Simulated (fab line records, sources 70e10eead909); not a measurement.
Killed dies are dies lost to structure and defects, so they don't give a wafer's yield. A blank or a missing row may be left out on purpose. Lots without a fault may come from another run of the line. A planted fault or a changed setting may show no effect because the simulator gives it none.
Which tool did it? | flow nand_harc | 24 lots, 72 wafers sampled, at 6 steps of a route of 1159

WHAT THE GAUGES READ, wafer by wafer
The record holds no reading of a measuring or inspecting step that can be judged against a usual standard deviation.

WHICH TOOL RAN EACH LOT (tool, then ch and the chambers of the sampled wafers, then the start)
lot  | NHARC_P_ZERO_WELL_RTA_42        | NHARC_P_STI_ETCH_15             | NHARC_P_GATE_DESCUM_93             | NHARC_P_GATE_STRIP_113               | NHARC_P_GATE_DEGAS_109       | NHARC_P_GATE_RTA_82
L074 | rtp_anneal-02 ch 0, day 1 18:58 | rie_si-04 ch 0,2,3, day 2 13:38 | rie_diel-12 ch 2,3, day 5 09:55    | plasma_asher-02 ch 0,1, day 5 10:18  | pvd_sputter-01, day 5 12:06  | rtp_anneal-01 ch 0, day 5 13:24
L075 | rtp_anneal-02 ch 0, day 2 00:53 | rie_si-04 ch 0,3, day 2 19:32   | rie_diel-10 ch 2,3, day 5 15:19    | plasma_asher-02 ch 0,1, day 5 15:50  | pvd_sputter-02, day 5 17:18  | rtp_anneal-02 ch 0, day 5 18:13
L076 | rtp_anneal-01 ch 0, day 2 07:08 | rie_si-04 ch 1,2, day 3 07:23   | rie_diel-13 ch 2,3, day 6 05:04    | plasma_asher-02 ch 0,1, day 6 05:26  | pvd_sputter-03, day 6 07:02  | rtp_anneal-02 ch 0, day 6 08:01
L077 | rtp_anneal-02 ch 0, day 2 12:47 | rie_si-02 ch 2,3, day 3 07:33   | rie_diel-10 ch 2,3, day 6 03:59    | plasma_asher-01 ch 0,1, day 6 04:28  | pvd_sputter-01, day 6 05:56  | rtp_anneal-01 ch 0, day 6 06:43
L078 | rtp_anneal-01 ch 0, day 2 19:10 | rie_si-01 ch 2,3, day 3 11:37   | rie_diel-12 ch 0,2,3, day 6 04:40  | plasma_asher-01 ch 0,1, day 6 05:14  | pvd_sputter-01, day 6 06:45  | rtp_anneal-02 ch 0, day 6 07:34
L079 | rtp_anneal-01 ch 0, day 3 01:08 | rie_si-04 ch 1,2,3, day 3 19:49 | rie_diel-13 ch 0,1,3, day 6 22:15  | plasma_asher-01 ch 0,1, day 6 22:37  | pvd_sputter-03, day 7 00:19  | rtp_anneal-02 ch 0, day 7 01:24
L080 | rtp_anneal-02 ch 0, day 3 07:00 | rie_si-02 ch 0,2,3, day 3 23:22 | rie_diel-10 ch 0,1,3, day 6 22:50  | plasma_asher-02 ch 0,1, day 6 23:12  | pvd_sputter-01, day 7 00:54  | rtp_anneal-01 ch 0, day 7 02:04
L081 | rtp_anneal-01 ch 0, day 3 12:58 | rie_si-04 ch 1,2,3, day 4 08:26 | rie_diel-12 ch 2,3, day 7 05:56    | plasma_asher-02 ch 1, day 7 06:18    | pvd_sputter-02, day 7 08:04  | rtp_anneal-02 ch 0, day 7 08:49
L082 | rtp_anneal-02 ch 0, day 3 18:46 | rie_si-01 ch 2,3, day 4 08:24   | rie_diel-12 ch 1,2,3, day 7 05:19  | plasma_asher-01 ch 0,1, day 7 05:46  | pvd_sputter-01, day 7 07:19  | rtp_anneal-02 ch 0, day 7 08:08
L083 | rtp_anneal-01 ch 0, day 4 00:54 | rie_si-02 ch 2,3, day 4 17:25   | rie_diel-12 ch 0,2, day 7 13:01    | plasma_asher-02 ch 0,1, day 7 13:23  | pvd_sputter-02, day 7 15:08  | rtp_anneal-02 ch 0, day 7 15:55
L084 | rtp_anneal-02 ch 0, day 4 07:09 | rie_si-02 ch 0,1,3, day 4 23:25 | rie_diel-10 ch 1,2, day 7 21:59    | plasma_asher-01 ch 0,1, day 7 22:29  | pvd_sputter-03, day 8 00:05  | rtp_anneal-01 ch 0, day 8 00:59
L085 | rtp_anneal-02 ch 0, day 4 12:54 | rie_si-02 ch 0,2,3, day 5 05:25 | rie_diel-12 ch 0,1,3, day 8 15:34  | plasma_asher-01 ch 0,1, day 8 15:54  | pvd_sputter-02, day 8 17:31  | rtp_anneal-02 ch 0, day 8 18:17
L086 | rtp_anneal-01 ch 0, day 4 18:56 | rie_si-04 ch 2,3, day 5 12:15   | rie_diel-13 ch 1,3, day 8 16:22    | plasma_asher-01 ch 0,1, day 8 16:43  | pvd_sputter-03, day 8 18:18  | rtp_anneal-02 ch 0, day 8 19:04
L087 | rtp_anneal-02 ch 0, day 5 00:58 | rie_si-02 ch 1,2, day 5 19:26   | rie_diel-12 ch 0,3, day 8 15:54    | plasma_asher-02 ch 0,1, day 8 16:37  | pvd_sputter-01, day 8 17:58  | rtp_anneal-02 ch 0, day 8 18:50
L088 | rtp_anneal-01 ch 0, day 5 06:46 | rie_si-01 ch 2,3, day 6 02:57   | rie_diel-12 ch 0,1,2, day 9 01:11  | plasma_asher-01 ch 0,1, day 9 01:34  | pvd_sputter-03, day 9 03:09  | rtp_anneal-02 ch 0, day 9 03:55
L089 | rtp_anneal-02 ch 0, day 5 12:56 | rie_si-02 ch 0,2,3, day 6 02:47 | rie_diel-12 ch 0,2,3, day 9 01:48  | plasma_asher-02 ch 0,1, day 9 02:10  | pvd_sputter-02, day 9 03:46  | rtp_anneal-02 ch 0, day 9 04:31
L090 | rtp_anneal-02 ch 0, day 5 18:32 | rie_si-04 ch 0,2, day 6 11:18   | rie_diel-10 ch 1,2,3, day 9 09:45  | plasma_asher-02 ch 0,1, day 9 10:14  | pvd_sputter-01, day 9 11:53  | rtp_anneal-01 ch 0, day 9 12:40
L091 | rtp_anneal-02 ch 0, day 6 00:45 | rie_si-04 ch 0,3, day 6 18:28   | rie_diel-10 ch 0,2,3, day 9 17:38  | plasma_asher-01 ch 0,1, day 9 17:58  | pvd_sputter-01, day 9 19:39  | rtp_anneal-01 ch 0, day 9 20:24
L092 | rtp_anneal-01 ch 0, day 6 06:52 | rie_si-02 ch 0,1,3, day 6 23:34 | rie_diel-12 ch 1,2,3, day 9 21:28  | plasma_asher-02 ch 0,1, day 9 22:00  | pvd_sputter-01, day 9 23:36  | rtp_anneal-02 ch 0, day 10 00:22
L093 | rtp_anneal-02 ch 0, day 6 12:55 | rie_si-01 ch 1,2,3, day 7 05:40 | rie_diel-10 ch 0,1,2, day 10 03:19 | plasma_asher-01 ch 0,1, day 10 03:41 | pvd_sputter-01, day 10 05:18 | rtp_anneal-01 ch 0, day 10 06:04
L094 | rtp_anneal-01 ch 0, day 6 19:11 | rie_si-01 ch 2,3, day 7 11:43   | rie_diel-10 ch 1,2,3, day 10 03:40 | plasma_asher-02 ch 0,1, day 10 04:09 | pvd_sputter-01, day 10 05:37 | rtp_anneal-02 ch 0, day 10 06:22
L095 | rtp_anneal-02 ch 0, day 7 00:44 | rie_si-01 ch 0,1,2, day 7 20:27 | rie_diel-10 ch 0,1,3, day 10 14:17 | plasma_asher-02 ch 0,1, day 10 14:40 | pvd_sputter-01, day 10 16:14 | rtp_anneal-02 ch 0, day 10 16:59
L096 | rtp_anneal-01 ch 0, day 7 07:06 | rie_si-04 ch 1,3, day 7 20:16   | rie_diel-13 ch 2,3, day 10 14:44   | plasma_asher-01 ch 0,1, day 10 15:07 | pvd_sputter-02, day 10 16:43 | rtp_anneal-02 ch 0, day 10 17:31
L097 | rtp_anneal-01 ch 0, day 7 13:11 | rie_si-02 ch 1,2,3, day 8 07:53 | rie_diel-10 ch 2,3, day 11 04:58   | plasma_asher-01 ch 0,1, day 11 05:29 | pvd_sputter-02, day 11 06:56 | rtp_anneal-01 ch 0, day 11 07:44
- NHARC_P_ZERO_WELL_RTA_42: time 300 s.
- NHARC_P_STI_ETCH_15: etches the open film in HBr/Cl2, target depth 300 nm, time 100.1 s.
- NHARC_P_GATE_DESCUM_93: chemistry O2, time 3 s.
- NHARC_P_GATE_STRIP_113: strips in N2/H2, time 740 s.
- NHARC_P_GATE_DEGAS_109: time 60 s.
- NHARC_P_GATE_RTA_82: time 30 s.

WHAT THE TOOLS THEMSELVES READ (means of the sampled wafers that have a number; where no wafer has one, the mark that the record gives instead)
NHARC_P_ZERO_WELL_RTA_42. Usual: lamp_power_pct 32 %, standard deviation 3.6; lamp_zone_3_pct 32 %, standard deviation 3.6; lamp_zone_6_pct 32 %, standard deviation 3.6; wafer_temp_C_max 1103.6, standard deviation 1.
lot  | tool          | lamp_power_pct (%) | lamp_zone_3_pct (%) | lamp_zone_6_pct (%) | wafer_temp_C_max | flag
L074 | rtp_anneal-02 | 29                 | 29                  | 29                  | 1104.2           |
L075 | rtp_anneal-02 | 29                 | 29                  | 29                  | 1104.9           |
L076 | rtp_anneal-01 | 36                 | 36                  | 36                  | 1102.7           |
L077 | rtp_anneal-02 | 29                 | 29                  | 29                  | 1103.7           |
L078 | rtp_anneal-01 | 36                 | 36                  | 36                  | 1102.5           |
L079 | rtp_anneal-01 | 36                 | 36                  | 36                  | 1102.8           |
L080 | rtp_anneal-02 | 29                 | 29                  | 29                  | 1103.9           |
L081 | rtp_anneal-01 | 36                 | 36                  | 36                  | 1103.0           |
L082 | rtp_anneal-02 | 29                 | 29                  | 29                  | 1105.4           |
L083 | rtp_anneal-01 | 36                 | 36                  | 36                  | 1102.5           |
L084 | rtp_anneal-02 | 29                 | 29                  | 29                  | 1105.1           |
L085 | rtp_anneal-02 | 29                 | 29                  | 29                  | 1104.0           |
L086 | rtp_anneal-01 | 36                 | 36                  | 36                  | 1102.0           |
L087 | rtp_anneal-02 | 29                 | 29                  | 29                  | 1104.5           |
L088 | rtp_anneal-01 | 36                 | 36                  | 36                  | 1102.6           |
L089 | rtp_anneal-02 | 29                 | 29                  | 29                  | 1103.7           |
L090 | rtp_anneal-02 | 29                 | 29                  | 29                  | 1103.6           |
L091 | rtp_anneal-02 | 29                 | 29                  | 29                  | 1104.3           |
L092 | rtp_anneal-01 | 36                 | 36                  | 36                  | 1102.2           |
L093 | rtp_anneal-02 | 29                 | 29                  | 29                  | 1104.2           |
L094 | rtp_anneal-01 | 36                 | 36                  | 36                  | 1103.1           |
L095 | rtp_anneal-02 | 29                 | 29                  | 29                  | 1104.3           |
L096 | rtp_anneal-01 | 36                 | 36                  | 36                  | 1102.6           |
L097 | rtp_anneal-01 | 36                 | 36                  | 36                  | 1103.6           |

NHARC_P_STI_ETCH_15. Usual: drypump_motor_current_A 5.9 A, standard deviation 0.46; oes_product_au 1.004 a.u., standard deviation 0.0084; throttle_valve_pct 26.406 %, standard deviation 0.0092.
lot  | tool      | drypump_motor_current_A (A) | oes_product_au (a.u.) | throttle_valve_pct (%) | flag
L074 | rie_si-04 | 6.0                         | 1.003                 | 26.403                 |
L075 | rie_si-04 | 5.9                         | 1.007                 | 26.400                 |
L076 | rie_si-04 | 6.3                         | 1.012                 | 26.406                 |
L077 | rie_si-02 | 5.3                         | 0.999                 | 26.396                 |
L078 | rie_si-01 | 5.8                         | 1.001                 | 26.402                 |
L079 | rie_si-04 | 6.0                         | 1.011                 | 26.398                 |
L080 | rie_si-02 | 5.8                         | 1.006                 | 26.400                 |
L081 | rie_si-04 | 6.0                         | 1.012                 | 26.409                 |
L082 | rie_si-01 | 5.8                         | 1.005                 | 26.411                 |
L083 | rie_si-02 | 5.5                         | 0.998                 | 26.409                 |
L084 | rie_si-02 | 5.9                         | 1.006                 | 26.404                 |
L085 | rie_si-02 | 5.7                         | 1.004                 | 26.402                 |
L086 | rie_si-04 | 6.1                         | 0.999                 | 26.401                 |
L087 | rie_si-02 | 5.8                         | 1.004                 | 26.404                 |
L088 | rie_si-01 | 5.7                         | 0.992                 | 26.396                 |
L089 | rie_si-02 | 5.7                         | 1.015                 | 26.415                 |
L090 | rie_si-04 | 6.3                         | 1.006                 | 26.408                 |
L091 | rie_si-04 | 5.9                         | 1.007                 | 26.403                 |
L092 | rie_si-02 | 5.8                         | 1.006                 | 26.406                 |
L093 | rie_si-01 | 5.9                         | 1.001                 | 26.414                 |
L094 | rie_si-01 | 5.8                         | 0.999                 | 26.415                 |
L095 | rie_si-01 | 5.8                         | 1.000                 | 26.410                 |
L096 | rie_si-04 | 5.6                         | 0.998                 | 26.411                 |
L097 | rie_si-02 | 5.6                         | 1.004                 | 26.411                 |

NHARC_P_GATE_DESCUM_93. Usual: drypump_motor_current_A 5.7 A, standard deviation 0.49; oes_product_au 1.002 a.u., standard deviation 0.0097; rf_vpp_V 57.7 V, standard deviation 0.87; showerhead_plenum_p_Torr 1.91 Torr, standard deviation 0.083; throttle_valve_pct 11.312 %, standard deviation 0.0084.
lot  | tool        | drypump_motor_current_A (A) | oes_product_au (a.u.) | rf_vpp_V (V) | showerhead_plenum_p_Torr (Torr) | throttle_valve_pct (%) | flag
L074 | rie_diel-12 | 6.0                         | 1.006                 | 57.9         | 2.03                            | 11.310                 |
L075 | rie_diel-10 | 5.3                         | 1.000                 | 58.0         | 1.88                            | 11.311                 |
L076 | rie_diel-13 | 6.1                         | 1.007                 | 57.3         | 1.88                            | 11.314                 |
L077 | rie_diel-10 | 5.6                         | 1.009                 | 57.8         | 1.89                            | 11.313                 |
L078 | rie_diel-12 | 5.7                         | 1.002                 | 58.4         | 1.94                            | 11.307                 |
L079 | rie_diel-13 | 6.2                         | 1.015                 | 57.3         | 1.91                            | 11.316                 |
L080 | rie_diel-10 | 5.6                         | 0.998                 | 58.1         | 1.93                            | 11.313                 |
L081 | rie_diel-12 | 6.0                         | 1.007                 | 57.9         | 2.03                            | 11.306                 |
L082 | rie_diel-12 | 6.1                         | 1.002                 | 58.2         | 1.97                            | 11.304                 |
L083 | rie_diel-12 | 6.0                         | 0.995                 | 57.8         | 1.96                            | 11.306                 |
L084 | rie_diel-10 | 5.3                         | 0.993                 | 57.8         | 1.97                            | 11.318                 |
L085 | rie_diel-12 | 5.8                         | 1.005                 | 57.4         | 1.88                            | 11.308                 |
L086 | rie_diel-13 | 6.5                         | 1.002                 | 57.8         | 1.90                            | 11.314                 |
L087 | rie_diel-12 | 5.4                         | 0.999                 | 56.9         | 1.85                            | 11.317                 |
L088 | rie_diel-12 | 6.1                         | 0.993                 | 58.2         | 1.90                            | 11.315                 |
L089 | rie_diel-12 | 5.7                         | 1.000                 | 57.1         | 1.94                            | 11.310                 |
L090 | rie_diel-10 | 5.4                         | 0.995                 | 57.8         | 1.93                            | 11.309                 |
L091 | rie_diel-10 | 5.5                         | 0.998                 | 57.6         | 1.87                            | 11.313                 |
L092 | rie_diel-12 | 6.1                         | 1.000                 | 57.7         | 1.97                            | 11.312                 |
L093 | rie_diel-10 | 5.4                         | 0.999                 | 57.7         | 1.90                            | 11.306                 |
L094 | rie_diel-10 | 5.4                         | 0.998                 | 58.2         | 1.92                            | 11.320                 |
L095 | rie_diel-10 | 5.6                         | 1.002                 | 57.7         | 1.92                            | 11.318                 |
L096 | rie_diel-13 | 6.1                         | 1.011                 | 56.8         | 1.86                            | 11.316                 |
L097 | rie_diel-10 | 5.3                         | 0.996                 | 57.5         | 1.87                            | 11.310                 |

NHARC_P_GATE_STRIP_113. Usual: drypump_motor_current_A 6.0 A, standard deviation 0.42; heater_power_w 84 W, standard deviation 3.5; temp_c 110.02 C, standard deviation 0.14.
lot  | tool            | drypump_motor_current_A (A) | heater_power_w (W) | temp_c (C) | flag
L074 | plasma_asher-02 | 5.6                         | 81                 | 110.00     |
L075 | plasma_asher-02 | 5.8                         | 81                 | 110.10     |
L076 | plasma_asher-02 | 5.6                         | 80                 | 110.01     |
L077 | plasma_asher-01 | 6.3                         | 86                 | 109.99     |
L078 | plasma_asher-01 | 6.3                         | 85                 | 110.05     |
L079 | plasma_asher-01 | 6.3                         | 86                 | 109.88     |
L080 | plasma_asher-02 | 5.8                         | 79                 | 110.02     |
L081 | plasma_asher-02 | 5.3                         | 80                 | 109.96     |
L082 | plasma_asher-01 | 6.3                         | 89                 | 110.00     |
L083 | plasma_asher-02 | 5.6                         | 81                 | 109.83     |
L084 | plasma_asher-01 | 6.3                         | 86                 | 110.01     |
L085 | plasma_asher-01 | 6.3                         | 87                 | 109.83     |
L086 | plasma_asher-01 | 6.3                         | 87                 | 110.03     |
L087 | plasma_asher-02 | 5.6                         | 80                 | 109.98     |
L088 | plasma_asher-01 | 6.3                         | 88                 | 110.17     |
L089 | plasma_asher-02 | 5.8                         | 83                 | 110.04     |
L090 | plasma_asher-02 | 5.6                         | 81                 | 110.11     |
L091 | plasma_asher-01 | 6.3                         | 85                 | 110.02     |
L092 | plasma_asher-02 | 5.8                         | 82                 | 110.09     |
L093 | plasma_asher-01 | 6.3                         | 86                 | 110.12     |
L094 | plasma_asher-02 | 5.8                         | 81                 | 110.07     |
L095 | plasma_asher-02 | 5.6                         | 82                 | 110.06     |
L096 | plasma_asher-01 | 6.2                         | 88                 | 110.13     |
L097 | plasma_asher-01 | 6.3                         | 86                 | 110.03     |

NHARC_P_GATE_DEGAS_109. Usual: heater_power_w 484 W, standard deviation 57.
lot  | tool           | heater_power_w (W) | flag
L074 | pvd_sputter-01 | 476                |
L075 | pvd_sputter-02 | 545                |
L076 | pvd_sputter-03 | 505                |
L077 | pvd_sputter-01 | 474                |
L078 | pvd_sputter-01 | 474                |
L079 | pvd_sputter-03 | 544                |
L080 | pvd_sputter-01 | 424                |
L081 | pvd_sputter-02 | 509                |
L082 | pvd_sputter-01 | 491                |
L083 | pvd_sputter-02 | 521                |
L084 | pvd_sputter-03 | 497                |
L085 | pvd_sputter-02 | 545                |
L086 | pvd_sputter-03 | 546                |
L087 | pvd_sputter-01 | 443                |
L088 | pvd_sputter-03 | 509                |
L089 | pvd_sputter-02 | 505                |
L090 | pvd_sputter-01 | 479                |
L091 | pvd_sputter-01 | 470                |
L092 | pvd_sputter-01 | 444                |
L093 | pvd_sputter-01 | 435                |
L094 | pvd_sputter-01 | 433                |
L095 | pvd_sputter-01 | 428                |
L096 | pvd_sputter-02 | 542                |
L097 | pvd_sputter-02 | 535                |

NHARC_P_GATE_RTA_82. Usual: lamp_power_pct 3.4 %, standard deviation 0.36; lamp_zone_3_pct 3.4 %, standard deviation 0.36; lamp_zone_6_pct 3.3 %, standard deviation 0.36; wafer_temp_C_max 451.6, standard deviation 0.5.
lot  | tool          | lamp_power_pct (%) | lamp_zone_3_pct (%) | lamp_zone_6_pct (%) | wafer_temp_C_max | flag
L074 | rtp_anneal-01 | 3.9                | 3.9                 | 3.9                 | 451.2            |
L075 | rtp_anneal-02 | 3.1                | 3.1                 | 3.1                 | 451.5            |
L076 | rtp_anneal-02 | 3.1                | 3.1                 | 3.1                 | 452.0            |
L077 | rtp_anneal-01 | 3.9                | 3.9                 | 3.9                 | 451.3            |
L078 | rtp_anneal-02 | 3.1                | 3.1                 | 3.1                 | 451.8            |
L079 | rtp_anneal-02 | 3.1                | 3.1                 | 3.1                 | 451.3            |
L080 | rtp_anneal-01 | 3.9                | 3.9                 | 3.9                 | 451.2            |
L081 | rtp_anneal-02 | 3.1                | 3.1                 | 3.1                 | 451.3            |
L082 | rtp_anneal-02 | 3.1                | 3.1                 | 3.1                 | 452.1            |
L083 | rtp_anneal-02 | 3.1                | 3.1                 | 3.1                 | 451.9            |
L084 | rtp_anneal-01 | 3.9                | 3.9                 | 3.8                 | 451.3            |
L085 | rtp_anneal-02 | 3.1                | 3.1                 | 3.1                 | 451.9            |
L086 | rtp_anneal-02 | 3.1                | 3.1                 | 3.1                 | 452.2            |
L087 | rtp_anneal-02 | 3.1                | 3.1                 | 3.1                 | 452.0            |
L088 | rtp_anneal-02 | 3.1                | 3.1                 | 3.1                 | 451.9            |
L089 | rtp_anneal-02 | 3.1                | 3.1                 | 3.1                 | 451.4            |
L090 | rtp_anneal-01 | 3.9                | 3.9                 | 3.9                 | 450.7            |
L091 | rtp_anneal-01 | 3.9                | 3.9                 | 3.9                 | 451.0            |
L092 | rtp_anneal-02 | 3.1                | 3.1                 | 3.1                 | 452.1            |
L093 | rtp_anneal-01 | 3.9                | 3.9                 | 3.9                 | 451.1            |
L094 | rtp_anneal-02 | 3.1                | 3.1                 | 3.1                 | 452.1            |
L095 | rtp_anneal-02 | 3.1                | 3.1                 | 3.1                 | 452.0            |
L096 | rtp_anneal-02 | 3.1                | 3.1                 | 3.1                 | 452.0            |
L097 | rtp_anneal-01 | 3.9                | 3.9                 | 3.9                 | 451.2            |

THE ANSWER, worked out from the rows above alone
Rule: a lot is off if the mean of its wafers that have a number lies more than 3 standard deviations from the usual mean. A lot without any number at a reading at which 4 lots or more have one is off too. The other lots that the step has rows for count as sound. The gauges are gone through in route order, then the tools' own readings, and for those a lot's mean is taken as printed above. The first step at which some lot is off is used, and at that step the reading that is off furthest; a lot without a number counts as furthest.
No lot is off at any reading shown: from this, nothing can be told.

WHAT THE SIMULATOR HAD PUT IN
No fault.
